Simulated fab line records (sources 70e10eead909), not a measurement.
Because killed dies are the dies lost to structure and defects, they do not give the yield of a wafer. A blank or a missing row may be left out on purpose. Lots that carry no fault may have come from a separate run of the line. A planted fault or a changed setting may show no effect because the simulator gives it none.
fab line records	flow nand-harc
[record] lots = 14	wafers = 40	last-day = 24
route steps=1159 shown P_STI@84 END@1159
lots that met no fault: from a run of the same line without faults
start-h: start of the lot's first displayed wafer, in hours after the record's first day	wait-h: hours elapsed since this lot's preceding step	" unchanged from the row above	L1.1+2: a row that stands for several wafers	- no value, or no start was given	* or withheld: withheld	< > ~ a bound
route shown NAME@n: names a module that has steps shown in the file, with the first one's number in the route	usual: mean/standard deviation of fault-free wafers	same: alike in all rows	chamber/n: place in a boat	sites: readings site by site	_std_site: the standard deviation of these	_edge_site: outer sites' mean less inner sites'	radius-mm: how far each site lies from the wafer's centre	mask NAME#n: copy n	behind: the tool/chamber that last shaped the wafer	hold: reason for holding the lot/hours on hold/outcome of the hold	device: whichever transistor did not switch (one of n, p or np)	end of line: at the end of the route, the tests of the same wafers	where a step has no rows: the recipe by itself	killed: not the wafer's yield, but the dies lost to structure and defects at the first sort	map: shows each die of a wafer: x if killed, . if not, _ if none is there
set.NAME: the run value of the setting; set.NAME@STEP: its run value at that earlier step	model.NAME: the simulator's own value behind a step, which no gauge read
one table for each step of the route and one row for each wafer, over a sample of lots
services: when a tool's chamber went out of use (start-h, in hours from the record's first day, below 0 if earlier), for how many hours, and the reason
[[steps]]
[step NHARC_P_STI_OVL_MEAS_10]
[usual] overlay-x-nm = 1/4.7	overlay-y-nm = -1/5.1
lot.wafer	tool	chamber	start-h	wait-h	overlay-x-nm	overlay-y-nm
L914.3	overlay-01	-	37.70	-	0	-7
L914.4	"	-	"	"	0	-7
L914.5	"	-	"	"	0	-7
L915.2	overlay-02	-	37.86	-	-6	2
L915.3	"	-	"	"	-7	2
L915.6	"	-	"	"	-7	2
L916.2	overlay-02	-	48.90	-	6	0
L916.3	"	-	"	"	7	0
L916.4	"	-	"	"	6	0
L917.2	overlay-02	-	53.78	-	8	-10
L917.4	"	-	"	"	8	-9
L917.5	"	-	"	"	8	-10
L918.1	overlay-01	-	60.19	-	3	-1
L918.2	"	-	"	"	4	-1
L918.6	"	-	"	"	3	-1
L919.1	overlay-01	-	68.40	-	11	1
L919.2	"	-	"	"	10	1
L919.5	"	-	"	"	10	1
L920.1	overlay-01	-	68.57	-	-5	-3
L920.3	"	-	"	"	-5	-4
L920.6	"	-	"	"	-6	-3
L921.1	overlay-01	-	77.52	-	-4	1
L921.2	"	-	"	"	-4	2
L921.4	"	-	"	"	-4	0
L925.6	overlay-01	-	98.53	-	-3	6
L926.2	overlay-02	-	108.34	-	-1	-9
L926.5	"	-	"	"	-2	-9
L926.6	"	-	"	"	-1	-9
L932.2	overlay-01	-	142.85	-	2	-1
L932.3	"	-	"	"	2	-1
L932.6	"	-	"	"	3	-1
L933.1	overlay-02	-	151.10	-	-8	-8
L933.2	"	-	"	"	-8	-8
L933.4	"	-	"	"	-8	-8
L936.2	overlay-01	-	168.04	-	2	-1
L936.4	"	-	"	"	3	-1
L936.5	"	-	"	"	3	-1
L937.3	overlay-01	-	172.89	-	-1	-11
L937.4	"	-	"	"	-1	-11
L937.5	"	-	"	"	-1	-11
[step NHARC_P_STI_INSPECT_11]
[usual] raw-defect-count = 5.3/2.7
lot.wafer	tool	chamber	start-h	wait-h	raw-defect-count
L914.3	defect-inspect-01	-	37.74	0.0	4
L914.4	"	-	"	"	4
L914.5	"	-	"	"	5
L915.2	defect-inspect-01	-	37.89	0.0	2
L915.3	"	-	"	"	9
L915.6	"	-	"	"	13
L916.2	defect-inspect-02	-	48.94	0.0	8
L916.3	"	-	"	"	5
L916.4	"	-	"	"	6
L917.2	defect-inspect-01	-	53.82	0.0	5
L917.4	"	-	"	"	6
L917.5	"	-	"	"	7
L918.1	defect-inspect-01	-	60.23	0.0	6
L918.2	"	-	"	"	6
L918.6	"	-	"	"	5
L919.1	defect-inspect-02	-	68.44	0.0	3
L919.2	"	-	"	"	8
L919.5	"	-	"	"	4
L920.1	defect-inspect-02	-	68.60	0.0	1
L920.3	"	-	"	"	3
L920.6	"	-	"	"	2
L921.1	defect-inspect-01	-	77.55	0.0	3
L921.2	"	-	"	"	10
L921.4	"	-	"	"	3
L925.6	defect-inspect-02	-	98.56	0.0	4
L926.2	defect-inspect-02	-	108.38	0.0	8
L926.5	"	-	"	"	10
L926.6	"	-	"	"	7
L932.2	defect-inspect-01	-	142.89	0.0	3
L932.3	"	-	"	"	11
L932.6	"	-	"	"	6
L933.1	defect-inspect-02	-	151.14	0.0	5
L933.2	"	-	"	"	0
L933.4	"	-	"	"	3
L936.2	defect-inspect-02	-	168.07	0.0	8
L936.4	"	-	"	"	3
L936.5	"	-	"	"	6
L937.3	defect-inspect-01	-	172.93	0.0	5
L937.4	"	-	"	"	7
L937.5	"	-	"	"	7
[step NHARC_P_STI_CMP_21]
[recipe] t-overpolish-s = 20	target-thk-nm = 380.67
[usual] edge-zone-pressure-frac = 1.000/0.005	motor-current-A = 11.7/1.1	overpolish-run-s = 20.000/0.0085	t-overpolish-s = 20/0
lot.wafer	tool	chamber	start-h	wait-h	edge-zone-pressure-frac	motor-current-A	overpolish-run-s	t-overpolish-s
L915.2	cmp-02	3	57.97	0.4	1.010	10.4	20.008	20
L915.3	"	1	"	"	0.997	11.8	20.005	20
L915.6	"	0	"	"	0.991	11.3	20.005	20
L914.4	cmp-01	2	57.97	0.4	1.001	12.8	19.987	20
L914.3	"	1	"	"	0.997	11.1	19.999	20
L914.5	"	3	"	"	0.994	12.0	20.000	20
L917.2	cmp-02	3	69.89	0.4	0.996	9.8	20.003	20
L917.4	"	2	"	"	1.006	13.6	20.000	20
L917.5	"	0	"	"	0.998	11.4	19.984	20
L916.2	cmp-04	3	69.89	0.4	0.993	11.3	20.023	20
L916.4	"	0	"	"	1.006	11.9	20.004	20
L916.3	"	1	"	"	0.996	11.7	20.008	20
L918.2	cmp-02	2	80.02	0.4	1.002	14.1	20.012	20
L918.1	"	3	"	"	1.007	10.1	20.004	20
L918.6	"	1	"	"	1.007	11.4	20.004	20
L920.1	cmp-02	3	87.30	0.4	1.004	10.2	20.009	20
L920.3	"	1	"	"	1.002	10.7	20.011	20
L920.6	"	2	"	"	1.000	14.1	20.000	20
L919.1	cmp-04	1	87.30	0.4	0.998	11.4	20.003	20
L919.2	"	2	"	"	1.011	11.9	19.982	20
L919.5	"	0	"	"	1.002	11.5	20.002	20
L921.4	cmp-04	1	99.23	0.4	1.005	11.1	20.005	20
L921.2	"	2	"	"	1.013	12.5	19.997	20
L921.1	"	3	"	"	1.003	11.3	20.012	20
L925.6	cmp-02	0	122.52	0.5	1.001	10.5	73.964	73.972
L926.2	cmp-02	2	133.23	0.4	1.004	13.8	19.992	20
L926.6	"	3	"	"	1.011	10.3	20.001	20
L926.5	"	0	"	"	0.999	11.6	73.968	73.972
L932.2	cmp-01	2	165.28	0.4	1.003	12.5	20.012	20
L932.3	"	3	"	"	0.994	11.6	19.991	20
L932.6	"	1	"	"	0.990	11.2	19.988	20
L933.4	cmp-04	0	175.18	0.4	0.999	11.7	20.012	20
L933.1	"	1	"	"	1.003	11.5	20.018	20
L933.2	"	2	"	"	0.995	12.2	19.991	20
L936.2	cmp-01	1	188.02	0.4	0.998	11.5	20.006	20
L936.4	"	2	"	"	0.995	13.4	20.008	20
L936.5	"	1	"	"	1.007	11.8	20.012	20
L937.4	cmp-01	1	193.52	0.4	0.999	11.5	20.004	20
L937.3	"	0	"	"	0.995	12.1	19.991	20
L937.5	"	2	"	"	0.990	13.1	20.000	20
[step NHARC_P_STI_INSPECT_25]
[usual] raw-defect-count = 203/65
lot.wafer	tool	chamber	start-h	wait-h	raw-defect-count
L914.3	defect-inspect-02	-	66.35	0.4	231
L914.4	"	-	"	"	199
L914.5	"	-	"	"	208
L915.2	defect-inspect-01	-	66.36	0.4	121
L915.3	"	-	"	"	261
L915.6	"	-	"	"	115
L916.2	defect-inspect-02	-	78.39	0.4	324
L916.3	"	-	"	"	210
L916.4	"	-	"	"	222
L917.2	defect-inspect-01	-	78.39	0.4	163
L917.4	"	-	"	"	195
L917.5	"	-	"	"	231
L918.1	defect-inspect-02	-	94.70	0.4	149
L918.2	"	-	"	"	129
L918.6	"	-	"	"	174
L919.1	defect-inspect-01	-	94.72	0.4	177
L919.2	"	-	"	"	129
L919.5	"	-	"	"	203
L920.1	defect-inspect-02	-	94.72	0.4	207
L920.3	"	-	"	"	349
L920.6	"	-	"	"	201
L921.1	defect-inspect-02	-	110.40	0.4	209
L921.2	"	-	"	"	120
L921.4	"	-	"	"	159
L925.6	defect-inspect-02	-	131.09	0.4	241
L926.2	defect-inspect-02	-	141.91	0.4	297
L926.5	"	-	"	"	164
L926.6	"	-	"	"	168
L932.2	defect-inspect-02	-	175.56	0.4	453
L932.3	"	-	"	"	361
L932.6	"	-	"	"	341
L933.1	defect-inspect-01	-	183.77	0.4	128
L933.2	"	-	"	"	191
L933.4	"	-	"	"	139
L936.2	defect-inspect-01	-	197.59	0.4	177
L936.4	"	-	"	"	119
L936.5	"	-	"	"	144
L937.3	defect-inspect-01	-	207.80	0.4	153
L937.4	"	-	"	"	208
L937.5	"	-	"	"	210
[step NHARC_END_SORT_01]
[recipe] temp-c = 25
[usual] killed-at-array = 27/9.9	killed-at-other = 0.6/0.84	killed-at-periphery = 3.7/2.5	killed-dies = 31/9.9	killed-open = 3.0/1.6	killed-short = 1.9/1.2
[same] gross-dies = 677
lot.wafer	tool	chamber	start-h	wait-h	killed-at-array	killed-at-other	killed-at-periphery	killed-dies	killed-open	killed-short
L915.2	prober-02	0	442.75	2.8	14	0	3	17	4	2
L915.3	prober-02	0	443.53	3.0	23	0	2	25	6	1
L915.6	prober-02	0	445.89	3.9	19	1	5	25	3	1
L914.3	prober-01	0	443.50	3.1	26	1	3	30	2	3
L914.4	prober-01	0	444.30	3.4	24	2	3	29	2	2
L914.5	prober-01	0	445.09	3.7	17	1	3	21	3	2
L917.2	prober-02	0	450.52	2.8	19	1	6	26	4	0
L917.4	prober-02	0	452.10	3.4	24	1	4	29	3	1
L917.5	prober-02	0	452.90	3.7	17	3	12	32	1	1
L916.2	prober-01	0	454.23	2.8	21	0	4	25	2	1
L916.3	prober-01	0	455.03	3.1	31	0	5	36	1	3
L916.4	prober-01	0	455.83	3.4	31	0	3	34	1	1
L919.1	prober-02	0	459.93	2.5	30	1	3	34	3	1
L919.2	prober-02	0	460.72	2.8	24	1	1	26	3	2
L919.5	prober-02	0	463.10	3.7	24	0	0	24	0	2
L918.1	prober-01	0	461.19	2.5	28	0	3	31	6	3
L918.2	prober-01	0	462.00	2.8	38	0	5	43	3	5
L918.6	prober-01	0	465.20	4.0	32	0	2	34	2	2
L920.1	prober-02	0	467.70	2.5	7	0	1	8	1	0
L920.3	prober-02	0	469.29	3.1	14	0	1	15	4	0
L920.6	prober-02	0	471.68	4.0	19	0	0	19	3	1
L921.1	prober-02	0	501.36	2.4	20	0	1	21	1	1
L921.2	prober-02	0	502.16	2.7	19	1	1	21	3	3
L921.4	prober-02	0	503.75	3.4	23	2	1	26	4	0
L925.6	prober-01	0	506.44	4.0	30	1	4	35	9	5
L926.2	prober-01	0	511.91	2.8	46	0	2	48	3	1
L926.5	prober-01	0	514.30	3.7	25	1	6	32	5	3
L926.6	prober-01	0	515.09	4.0	53	0	5	58	4	6
L932.2	prober-01	0	551.34	2.8	32	1	2	35	1	3
L932.3	prober-01	0	552.14	3.1	32	0	1	33	0	1
L932.6	prober-01	0	554.55	4.0	32	0	4	36	6	1
L936.2	prober-02	0	559.12	2.8	35	0	2	37	2	2
L936.4	prober-02	0	560.73	3.4	36	0	3	39	4	0
L936.5	prober-02	0	561.53	3.7	36	0	5	41	4	3
L933.1	prober-02	0	566.17	2.5	37	1	1	39	1	0
L933.2	prober-02	0	566.97	2.8	30	1	2	33	1	3
L933.4	prober-02	0	568.56	3.4	41	1	9	51	4	2
L937.3	prober-01	0	574.62	3.2	20	0	2	22	2	1
L937.4	prober-01	0	575.45	3.5	19	0	1	20	1	1
L937.5	prober-01	0	576.29	3.8	19	0	1	20	2	2
// killed by level:class
L915.2 A_SLIT:chamber-film-flake=4 A_CHANNEL_HOLE_D1:chamber-film-flake=3 A_CONTACT:chamber-film-flake=3 P_CONTACT:geometric-particle:short=1 P_M1:geometric-particle:open=1 A_ONON_D1:geometric-particle:open=1 A_CHANNEL_FILL_D1:geometric-particle:short=1 A_SGD_CUT:geometric-particle:open=1
L914.3 A_SLIT:chamber-film-flake=10 A_CHANNEL_HOLE_D1:chamber-film-flake=6 A_CONTACT:chamber-film-flake=4 P_STI:chamber-film-flake=3 A_ONON_D1:geometric-particle:short=1 A_CHANNEL_FILL_D1:geometric-particle:open=1 A_WL_FILL:geometric-particle:short=1 A_CONTACT:geometric-particle:short=1
L915.3 A_SLIT:chamber-film-flake=13 A_CHANNEL_HOLE_D1:geometric-particle:open=2 A_CHANNEL_HOLE_D1:chamber-film-flake=2 A_CONTACT:chamber-film-flake=2 P_CONTACT:geometric-particle:open=1 A_CHANNEL_FILL_D1:geometric-particle:open=1 A_CHANNEL_FILL_D1:geometric-particle:short=1 A_BLC:geometric-particle:open=1
L914.4 A_CHANNEL_HOLE_D1:chamber-film-flake=12 A_SLIT:chamber-film-flake=7 A_CONTACT:chamber-film-flake=2 THIN_TSV:chamber-film-flake=2 P_CONTACT:geometric-particle:short=1 P_M1:geometric-particle:short=1 A_SOURCE_PLATE:geometric-particle:open=1 A_CONTACT:geometric-particle:open=1
L914.5 A_SLIT:chamber-film-flake=7 A_CHANNEL_HOLE_D1:chamber-film-flake=5 A_CONTACT:geometric-particle:open=2 P_M0:geometric-particle:short=1 A_CHANNEL_HOLE_D1:geometric-particle:open=1 A_CONTACT:geometric-particle:short=1 P_STI:chamber-film-flake=1 P_GATE:chamber-film-flake=1
L915.6 A_SLIT:chamber-film-flake=10 P_GATE:chamber-film-flake=4 A_CONTACT:chamber-film-flake=4 A_SGD_CUT:geometric-particle:open=1 A_CONTACT:geometric-particle:open=1 A_BLC:geometric-particle:open=1 P_ZERO_WELL:chamber-film-flake=1 STARTING-WAFER:geometric-particle:short=1
L917.2 A_SLIT:chamber-film-flake=7 P_CONTACT:chamber-film-flake=4 A_CHANNEL_HOLE_D1:chamber-film-flake=3 A_CONTACT:chamber-film-flake=3 A_CONTACT:geometric-particle:open=2 P_M0:geometric-particle:open=1 A_CHANNEL_HOLE_D1:geometric-particle:open=1 P_GATE:chamber-film-flake=1
L917.4 A_SLIT:chamber-film-flake=8 A_CONTACT:chamber-film-flake=6 P_CONTACT:chamber-film-flake=4 A_CHANNEL_HOLE_D1:chamber-film-flake=2 A_STAIRCASE:chamber-film-flake=2 A_CHANNEL_FILL_D1:geometric-particle:open=1 A_CONTACT:geometric-particle:open=1 A_BLC:geometric-particle:short=1
L917.5 A_SLIT:chamber-film-flake=9 P_CONTACT:chamber-film-flake=8 P_M2:chamber-film-flake=3 THIN_TSV:chamber-film-flake=3 A_STAIRCASE:chamber-film-flake=2 A_WL_FILL:chamber-film-flake=2 P_CONTACT:geometric-particle:open=1 A_CHANNEL_FILL_D1:geometric-particle:short=1
L916.2 A_SLIT:chamber-film-flake=11 A_CHANNEL_HOLE_D1:chamber-film-flake=4 A_M0:chamber-film-flake=3 P_STI:chamber-film-flake=2 P_M0:geometric-particle:short=1 P_M0:geometric-particle:open=1 A_CONTACT:geometric-particle:open=1 A_ZERO_WELL:chamber-film-flake=1
L916.3 A_SLIT:chamber-film-flake=7 A_CHANNEL_HOLE_D1:chamber-film-flake=5 A_STAIRCASE:chamber-film-flake=4 A_WL_FILL:chamber-film-flake=4 A_CONTACT:chamber-film-flake=4 P_CONTACT:chamber-film-flake=3 A_M0:chamber-film-flake=3 P_M0:geometric-particle:open=1
L916.4 A_SLIT:chamber-film-flake=9 A_CHANNEL_HOLE_D1:chamber-film-flake=8 A_WL_FILL:chamber-film-flake=4 A_M0:chamber-film-flake=4 P_CONTACT:chamber-film-flake=3 A_CONTACT:chamber-film-flake=3 A_ONON_D1:geometric-particle:open=1 A_CONTACT:geometric-particle:short=1
L919.1 A_CHANNEL_HOLE_D1:chamber-film-flake=14 A_SLIT:chamber-film-flake=7 A_CONTACT:chamber-film-flake=4 P_M2:geometric-particle:open=1 A_CONTACT:geometric-particle:open=1 A_M0:geometric-particle:open=1 A_M0:geometric-particle:short=1 P_ZERO_WELL:chamber-film-flake=1
L919.2 A_CHANNEL_HOLE_D1:chamber-film-flake=7 A_SLIT:chamber-film-flake=6 A_CONTACT:chamber-film-flake=4 A_CONTACT:geometric-particle:open=2 A_WL_FILL:chamber-film-flake=2 A_CHANNEL_HOLE_D1:geometric-particle:short=1 A_CHANNEL_FILL_D1:geometric-particle:open=1 A_M1:geometric-particle:short=1
L918.1 A_CHANNEL_HOLE_D1:chamber-film-flake=8 A_SLIT:chamber-film-flake=6 A_CONTACT:chamber-film-flake=5 A_SGD_CUT:geometric-particle:short=2 A_CONTACT:geometric-particle:open=2 P_STI:geometric-particle:open=1 P_M2:geometric-particle:open=1 A_WL_FILL:geometric-particle:short=1
L918.2 A_CHANNEL_HOLE_D1:chamber-film-flake=14 A_SLIT:chamber-film-flake=9 A_STAIRCASE:chamber-film-flake=5 P_M1:geometric-particle:open=2 P_GATE:chamber-film-flake=2 A_CHANNEL_FILL_D1:chamber-film-flake=2 P_GATE:geometric-particle:short=1 A_WL_FILL:geometric-particle:short=1
L919.5 A_CHANNEL_HOLE_D1:chamber-film-flake=12 A_SLIT:chamber-film-flake=7 A_CONTACT:chamber-film-flake=2 A_CHANNEL_FILL_D1:geometric-particle:short=1 A_M0:geometric-particle:short=1 A_STAIRCASE:chamber-film-flake=1
L918.6 A_CHANNEL_HOLE_D1:chamber-film-flake=15 A_SLIT:chamber-film-flake=9 A_STAIRCASE:chamber-film-flake=2 P_M1:geometric-particle:open=1 A_CONTACT:geometric-particle:open=1 A_BLC:geometric-particle:short=1 A_M1:geometric-particle:short=1 P_GATE:chamber-film-flake=1
L920.1 A_CONTACT:chamber-film-flake=3 A_CHANNEL_HOLE_D1:chamber-film-flake=2 P_CONTACT:geometric-particle:open=1 A_SLIT:chamber-film-flake=1 A_WL_FILL:chamber-film-flake=1
L920.3 A_CONTACT:chamber-film-flake=5 A_CONTACT:geometric-particle:open=2 A_SLIT:chamber-film-flake=2 A_BLC:geometric-particle:open=1 A_M0:geometric-particle:open=1 P_M2:chamber-film-flake=1 A_CHANNEL_HOLE_D1:chamber-film-flake=1 A_CHANNEL_FILL_D1:chamber-film-flake=1
L920.6 A_CONTACT:chamber-film-flake=7 A_CHANNEL_HOLE_D1:chamber-film-flake=4 A_WL_FILL:chamber-film-flake=3 A_CHANNEL_FILL_D1:geometric-particle:short=1 A_CONTACT:geometric-particle:open=1 A_BLC:geometric-particle:open=1 A_M1:geometric-particle:open=1 A_SLIT:chamber-film-flake=1
L921.1 A_SLIT:chamber-film-flake=14 A_CONTACT:chamber-film-flake=2 P_GATE:geometric-particle:short=1 A_CHANNEL_HOLE_D1:geometric-particle:open=1 A_CHANNEL_HOLE_D1:chamber-film-flake=1 A_CHANNEL_FILL_D1:chamber-film-flake=1 A_STAIRCASE:chamber-film-flake=1
L921.2 A_SLIT:chamber-film-flake=9 A_CHANNEL_FILL_D1:geometric-particle:short=3 A_CONTACT:chamber-film-flake=2 P_GATE:geometric-particle:open=1 A_CHANNEL_FILL_D1:geometric-particle:open=1 A_M0:geometric-particle:open=1 A_CHANNEL_HOLE_D1:chamber-film-flake=1 A_CHANNEL_FILL_D1:chamber-film-flake=1
L921.4 A_SLIT:chamber-film-flake=12 A_CHANNEL_HOLE_D1:chamber-film-flake=5 STARTING-WAFER:geometric-particle:open=2 A_STAIRCASE:chamber-film-flake=2 P_M0:geometric-particle:open=1 A_SOURCE_PLATE:geometric-particle:open=1 A_ZERO_WELL:chamber-film-flake=1 A_WL_FILL:chamber-film-flake=1
L925.6 A_SLIT:chamber-film-flake=10 A_CHANNEL_HOLE_D1:chamber-film-flake=4 A_ONON_D1:geometric-particle:open=3 A_WL_FILL:geometric-particle:short=2 P_ZERO_WELL:chamber-film-flake=2 A_STAIRCASE:chamber-film-flake=2 P_CONTACT:geometric-particle:open=1 P_M1:geometric-particle:open=1
L926.2 A_SLIT:chamber-film-flake=21 A_CHANNEL_HOLE_D1:chamber-film-flake=16 A_STAIRCASE:chamber-film-flake=3 A_CONTACT:geometric-particle:open=2 P_STI:chamber-film-flake=2 A_CONTACT:chamber-film-flake=2 A_SGD_CUT:geometric-particle:short=1 A_M0:geometric-particle:open=1
L926.5 A_SLIT:chamber-film-flake=13 A_CHANNEL_HOLE_D1:chamber-film-flake=5 A_CONTACT:geometric-particle:open=3 P_ZERO_WELL:chamber-film-flake=3 A_STAIRCASE:chamber-film-flake=2 P_M0:geometric-particle:open=1 P_M0:geometric-particle:short=1 A_CONTACT:geometric-particle:short=1
L926.6 A_SLIT:chamber-film-flake=22 A_CHANNEL_HOLE_D1:chamber-film-flake=19 A_STAIRCASE:chamber-film-flake=4 P_M0:geometric-particle:short=2 A_M0:geometric-particle:short=2 A_CONTACT:chamber-film-flake=2 P_M0:geometric-particle:open=1 P_BONDPAD:geometric-particle:short=1
L932.2 A_SLIT:chamber-film-flake=11 A_CHANNEL_HOLE_D1:chamber-film-flake=8 A_CONTACT:chamber-film-flake=6 A_STAIRCASE:chamber-film-flake=2 A_CHANNEL_HOLE_D1:geometric-particle:short=1 A_CHANNEL_FILL_D1:geometric-particle:short=1 A_SLIT:geometric-particle:short=1 A_CONTACT:geometric-particle:open=1
L932.3 A_SLIT:chamber-film-flake=19 A_CHANNEL_HOLE_D1:chamber-film-flake=4 A_CONTACT:chamber-film-flake=4 A_STAIRCASE:chamber-film-flake=3 A_SOURCE_PLATE:geometric-particle:short=1 P_STI:chamber-film-flake=1 A_SGD_CUT:chamber-film-flake=1
L932.6 A_SLIT:chamber-film-flake=16 A_CHANNEL_HOLE_D1:chamber-film-flake=5 A_STAIRCASE:chamber-film-flake=3 A_CONTACT:chamber-film-flake=3 P_CONTACT:geometric-particle:open=2 A_BLC:geometric-particle:open=2 A_CHANNEL_HOLE_D1:geometric-particle:open=1 A_CONTACT:geometric-particle:open=1
L936.2 A_SLIT:chamber-film-flake=17 A_CHANNEL_HOLE_D1:chamber-film-flake=5 A_STAIRCASE:chamber-film-flake=3 A_CHANNEL_FILL_D1:chamber-film-flake=2 A_CONTACT:chamber-film-flake=2 P_M0:geometric-particle:short=1 A_WL_FILL:geometric-particle:short=1 A_WL_FILL:geometric-particle:open=1
L936.4 A_SLIT:chamber-film-flake=17 A_CHANNEL_HOLE_D1:chamber-film-flake=7 A_STAIRCASE:chamber-film-flake=6 A_CHANNEL_FILL_D1:chamber-film-flake=3 P_GATE:geometric-particle:open=2 A_CONTACT:geometric-particle:open=2 P_GATE:chamber-film-flake=1 A_M0:chamber-film-flake=1
L936.5 A_SLIT:chamber-film-flake=20 A_CHANNEL_HOLE_D1:chamber-film-flake=4 A_STAIRCASE:chamber-film-flake=4 A_ONON_D1:geometric-particle:open=2 A_CHANNEL_FILL_D1:chamber-film-flake=2 A_M0:chamber-film-flake=2 P_GATE:geometric-particle:short=1 P_CONTACT:geometric-particle:open=1
L933.1 A_SLIT:chamber-film-flake=16 A_STAIRCASE:chamber-film-flake=7 A_WL_FILL:chamber-film-flake=4 A_CONTACT:chamber-film-flake=4 A_CHANNEL_HOLE_D1:chamber-film-flake=3 A_CHANNEL_FILL_D1:chamber-film-flake=2 A_SLIT:geometric-particle:open=1 P_STI:chamber-film-flake=1
L933.2 A_SLIT:chamber-film-flake=14 A_CHANNEL_HOLE_D1:chamber-film-flake=7 P_STI:chamber-film-flake=2 A_STAIRCASE:chamber-film-flake=2 A_WL_FILL:chamber-film-flake=2 A_SGD_CUT:geometric-particle:short=1 A_WL_FILL:geometric-particle:short=1 A_CONTACT:geometric-particle:open=1
L933.4 A_SLIT:chamber-film-flake=17 A_CHANNEL_HOLE_D1:chamber-film-flake=7 A_STAIRCASE:chamber-film-flake=6 A_CONTACT:chamber-film-flake=5 P_STI:chamber-film-flake=4 A_M1:geometric-particle:open=2 A_WL_FILL:chamber-film-flake=2 P_STI:geometric-particle:short=1
L937.3 A_STAIRCASE:chamber-film-flake=6 A_CONTACT:chamber-film-flake=5 A_CHANNEL_HOLE_D1:unspecified=4 A_M1:chamber-film-flake=2 P_CONTACT:geometric-particle:open=1 A_ONON_D1:geometric-particle:open=1 A_M1:geometric-particle:short=1 P_GATE:chamber-film-flake=1
L937.4 A_STAIRCASE:chamber-film-flake=6 A_CONTACT:chamber-film-flake=5 A_WL_FILL:chamber-film-flake=2 A_M1:chamber-film-flake=2 P_M0:geometric-particle:open=1 A_WL_FILL:geometric-particle:short=1 A_ZERO_WELL:chamber-film-flake=1 A_CHANNEL_HOLE_D1:chamber-film-flake=1
L937.5 A_CONTACT:chamber-film-flake=8 A_STAIRCASE:chamber-film-flake=5 A_ONON_D1:geometric-particle:short=2 A_M1:chamber-film-flake=2 P_BONDPAD:geometric-particle:open=1 A_CHANNEL_FILL_D1:geometric-particle:open=1 A_CHANNEL_HOLE_D1:unspecified=1
[[services]]
tool	chamber	start-h	hours	kind
cmp-02	-	34.50	-	consumable-replace:conditioner
cmp-02	-	34.50	-	consumable-replace:pad
cmp-02	-	71.79	0.5	repair
cmp-01	-	81.61	4.0	pm
cmp-01	-	85.61	-	consumable-replace:conditioner
cmp-01	-	85.61	-	consumable-replace:pad
cmp-04	-	105.00	4.0	pm
cmp-04	-	109.00	-	consumable-replace:conditioner
cmp-04	-	109.00	-	consumable-replace:pad
cmp-02	-	128.50	4.0	pm
cmp-02	-	132.50	-	consumable-replace:conditioner
cmp-02	-	132.50	-	consumable-replace:pad
cmp-01	-	138.73	0.3	repair
cmp-02	-	154.54	0.5	repair
cmp-01	-	179.61	4.0	pm
cmp-01	-	183.61	-	consumable-replace:conditioner
cmp-01	-	183.61	-	consumable-replace:pad
[[key]]
[first-sign] step = NHARC_P_STI_CMP_21	reading = t-overpolish-s	direction = up	sigmas = 99+	usual = 20	struck = 73.972
[effect] step = NHARC_P_STI_CMP_21	reading = overpolish-run-s	direction = up	sigmas = 99+	usual = 20.000	struck = 73.966
met-at NHARC_P_STI_CMP_21
struck-lots L925,L926
struck-wafers L925.6,L926.5
tester-left-out L925,L926
not-acting-at NHARC_P_STI_OVL_MEAS_10,NHARC_P_STI_INSPECT_11,NHARC_P_STI_INSPECT_25
onset-between 69.89 122.52
[fault] kind = process-parameter-drift	tool = cmp-02	chamber = 0	onset-h = 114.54	steps = NHARC_P_STI_CMP_21	channel = t-overpolish-s	offset = 53.972	shape = step	end-h = 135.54	acts-in = these-recipes-only	stated = 20
// tester-left-out: of these lots the tester's yield and bins aren't shown, on N5 and GAA mostly nor the transistor test; their killed dies are dies lost to structure and defects alone, not to doping, threshold or leakage, so they don't give the yield
